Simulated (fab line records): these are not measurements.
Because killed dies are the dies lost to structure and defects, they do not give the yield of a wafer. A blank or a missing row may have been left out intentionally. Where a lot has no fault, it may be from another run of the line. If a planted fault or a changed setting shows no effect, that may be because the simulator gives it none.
Comparing a struck lot with a sound one | flow n5_finfet | 39 out of 1938 route steps
Sound: the wafers L504.1, L504.3, L504.4. Struck: wafers L497.1, L497.3. The cause is given at the end.
For every step that has rows: the tool of each side, followed by ch and its chambers, followed by its first start. Under that, the readings that differ: sound wafers | struck wafers | difference of the means | sigmas: that difference in standard deviations of wafers without a fault.
alike: a reading whose means differ by less than 2 such deviations, as well as words and numbers matching on both sides. not compared: withheld readings; readings where some wafer has no value; bounds like >300 that might hide an equal value; numbers whose values overlap and for which the record gives no deviation.
A row with sigmas, a row that says differs or no value, or rows on one side alone: a step with any of these is where the two part. When numbers do not overlap yet have no deviation, they are printed without sigmas and do not part them. A reading missing from all wafers of one side parts the sides only when that side holds two or more wafers.

first, 9 steps without rows for these wafers: N5_BEOL_M1_COAT_22 (resist thk 30 nm); N5_BEOL_M1_EBR_24; N5_BEOL_M1_SOFTBAKE_23 (time 60 s); N5_BEOL_M1_EXPOSE_25 (exposes mask V0, defocus 5 nm, target cd 24 nm); N5_BEOL_M1_PEB_26 (peb time 60 s); N5_BEOL_M1_DEVELOP_27 (develop time 30 s); N5_BEOL_M1_DESCUM_33 (chemistry O2, time 7 s); N5_BEOL_M1_ETCH_77 (etches underlayer in N2/H2, target depth 6.5 nm, time 5.2 s); N5_BEOL_M1_ETCH_69 (etches SiARC in CF4, target depth 15.6 nm, time 26 s).
N5_BEOL_M1_ALD_98: deposits SiO2, target thk 2.5 nm, pulse time 1 s, co reactant pulse time 1 s.
  sound on ald_sin-01 ch 0,1,2, day 11 13:53; struck on ald_sin-03 ch 1,2, day 9 16:38
  reading                                  | sound       | struck  | difference | sigmas
  ald_cycles                               | 17 17 17    | 26 26   | +9         |
  since_wet_clean_h (h)                    | 351 351 351 | 199 199 | -152       |
  model.SiO2_of_BEOL_M1_ALD_98.thk_nm (nm) | 2.6 2.4 2.4 | 3.8 3.8 | +1.3       |
  alike: chamber_pressure_Torr, heater_power_w, precursor_pulse_height_rel, susceptor_temp_C
then, 4 steps without rows for these wafers: N5_BEOL_M1_ETCHBACK_99 (etches SiO2 in CHF3, target depth 5 nm, time 10.4 s); N5_BEOL_M1_ETCH_70 (etches SOC in N2/H2, target depth 80 nm, overetch 16 nm, time 120 s); N5_BEOL_M1_STRIP_71 (strips in N2/H2); N5_BEOL_M1_STRIP_78 (strips in N2/H2).
N5_BEOL_M1_VIA_ETCH_34: etches the open film in C4F6/O2, target depth 67.8 nm, time 64.4 s.
  sound on rie_diel-04 ch 1,2,3, day 11 21:03; struck on rie_diel-04 ch 1,2, day 9 20:16
  reading                  | sound          | struck    | difference | sigmas
  model.BEOL_M1.cd_nm (nm) | 17.8 17.8 17.6 | 15.4 15.6 | -2.2       |
  alike: chamber_pressure_mTorr, drypump_motor_current_A, oes_product_au, rf_vpp_V, showerhead_plenum_p_Torr, throttle_valve_pct
  not compared: rf_hours_counter_h
then, 22 steps without rows for these wafers: N5_BEOL_M1_STRIP_83 (strips in C4F6/O2); N5_BEOL_M1_STRIP_36 (strips in N2/H2); N5_BEOL_M1_TRENCH_ETCH_37 (etches SiOC in C4F6/O2, target depth 55.207 nm, time 29 s); N5_BEOL_M1_ETCH_41 (etches SiCN in CH3F/O2, target depth 31.9 nm, time 57.8 s); N5_BEOL_M1_STRIP_97 (strips in N2/H2, time 10 s); N5_BEOL_M1_HM_STRIP_39 (strips TiN in peroxide tin strip, target depth 25 nm, time 158 s); N5_BEOL_M1_SRD_40 (time 30 s); N5_BEOL_M1_PRECLEAN_42 (cleans in residue remover, time 60 s); N5_BEOL_M1_SRD_43 (time 30 s); N5_BEOL_M1_DEGAS_44 (time 60 s); N5_BEOL_M1_PRE_CLEAN_45 (time 30 s); N5_BEOL_M1_ALD_84 (deposits TaN, pulse time 2 s, purge time 3 s, co reactant purge time 2 s); N5_BEOL_M1_SURFACE_TREAT_85; N5_BEOL_M1_CVD_47 (deposits Co from CCTBA/H2, target thk 3 nm, time 223.8 s); N5_BEOL_M1_SPUTTER_48 (material Cu, target thk 4.5 nm, time 8.29 s); N5_BEOL_M1_ANNEAL_49 (time 240 s); N5_BEOL_M1_SPUTTER_79 (material Cu, target thk 4.5 nm, time 8.29 s); N5_BEOL_M1_ANNEAL_80 (time 240 s); N5_BEOL_M1_SPUTTER_81 (material Cu, target thk 4.5 nm, time 8.29 s); N5_BEOL_M1_ANNEAL_82 (time 240 s); N5_BEOL_M1_SPUTTER_86 (material Cu, target thk 4.5 nm, time 8.29 s); N5_BEOL_M1_ANNEAL_87 (time 240 s).
N5_BEOL_M4_RC_MEAS_101:
  sound on prober-01 ch 0, day 13 10:13; struck on prober-02 ch 0, day 11 18:33
  reading                      | sound             | struck      | difference | sigmas
  CHAIN_V0 (ohm/link)          | 243 231 245       | 304 298     | +61        | +8
  CHAIN_V0_max_site (ohm/link) | 249 239 255       | 319 314     | +69        | +8
  IOFF_P (nA/um)               | 0.198 0.176 0.160 | 0.231 0.253 | +0.064     | +2
  VT_P (mV)                    | -254 -255 -253    | -247 -248   | +6         | +2
  alike: DIBL_N, DIBL_P, IOFF_N, ION_N, ION_P, SS_N, SS_P, VT_N
-- a jump in the record: the struck wafers' starts before and after are 5 days apart (it breaks off in module BEOL_M4 and resumes in module PASSIVATION, where the first step shown is number 1936 of the route) --
N5_PASSIVATION_PROBE_49:
  the record has rows for the struck wafers here (prober-02, day 16 15:07) and none for the sound ones

WHERE THEY PART
At N5_BEOL_M4_RC_MEAS_101 first; at N5_PASSIVATION_PROBE_49 last (within this record only).

WHY: what the simulator had put in
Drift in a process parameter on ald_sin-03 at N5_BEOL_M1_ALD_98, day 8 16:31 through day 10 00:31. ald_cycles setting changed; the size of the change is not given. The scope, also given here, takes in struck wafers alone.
